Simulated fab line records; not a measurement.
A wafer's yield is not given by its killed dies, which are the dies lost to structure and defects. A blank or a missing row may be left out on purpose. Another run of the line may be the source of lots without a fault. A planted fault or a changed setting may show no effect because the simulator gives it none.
Chamber matching	flow nandHarc	NHARC_P_GATE_STRIP_108 on rieDiel-03: 4 sister chambers
The step strips in O2. 16 wafers are shown with their chamber, then 8 later ones without.

## EACH WAFER AND ITS CHAMBER
wafer	chamber	showerheadPlenumPTorr (Torr)	oesProductAu (a.u.)	throttleValvePct (%)
L353.1	2	3.32	1.023	17.031
L353.5	1	3.63	1.002	17.043
L353.6	2	3.32	1.032	17.017
L356.1	1	3.63	1.008	17.028
L356.5	2	3.32	1.042	17.033
L356.6	1	3.63	1.007	17.033
L358.1	2	3.31	1.024	17.052
L358.2	0	3.47	0.998	17.043
L358.3	1	3.63	1.005	17.030
L361.1	1	3.63	0.998	17.033
L361.3	3	3.38	1.000	17.023
L361.5	0	3.47	0.994	17.045
L360.3	2	3.31	1.037	17.037
L360.4	0	3.47	0.988	17.047
L360.5	2	3.31	1.036	17.016
L364.3	1	3.62	1.009	17.039

SIGNATURES (averages over the wafers above)
reading	chamber 0	chamber 1	chamber 2	chamber 3	scatter within a chamber
showerheadPlenumPTorr	3.4700	3.6283	3.3150	3.3800	0.00441
oesProductAu	0.99333	1.00483	1.03233	1.00000	0.00594
throttleValvePct	17.04500	17.03433	17.03100	17.02300	0.00944
Rule: a wafer's distance from a chamber is the root of the sum, over the readings, of the square of ((its reading less the chamber's mean) divided by the reading's scatter). The wafer belongs to the nearest chamber; if the next one is less than 2 further off, it can't be placed. The scatter: the root of (the sum of the squares of (reading less its chamber's mean) over the shown wafers, divided by (wafers less chambers)).

## WAFERS WHOSE CHAMBER IS MISSING
wafer	showerheadPlenumPTorr (Torr)	oesProductAu (a.u.)	throttleValvePct (%)
L364.5	3.31	1.028	17.026
L364.6	3.37	0.991	17.037
L365.1	3.62	0.992	17.069
L365.3	3.37	0.999	17.026
L365.6	3.62	0.991	17.025
L368.1	3.47	1.004	17.045
L368.4	3.31	1.039	17.044
L368.5	3.47	0.988	17.032

## WHICH CHAMBER EACH WENT THROUGH
wafer	from the rows above	in truth
L364.5	2	2
L364.6	3	3
L365.1	1	1
L365.3	3	3
L365.6	1	1
L368.1	0	0
L368.4	2	2
L368.5	0	0
Correctly placed: 8 of 8. Not placeable from these rows: 0. Wrongly placed: 0.
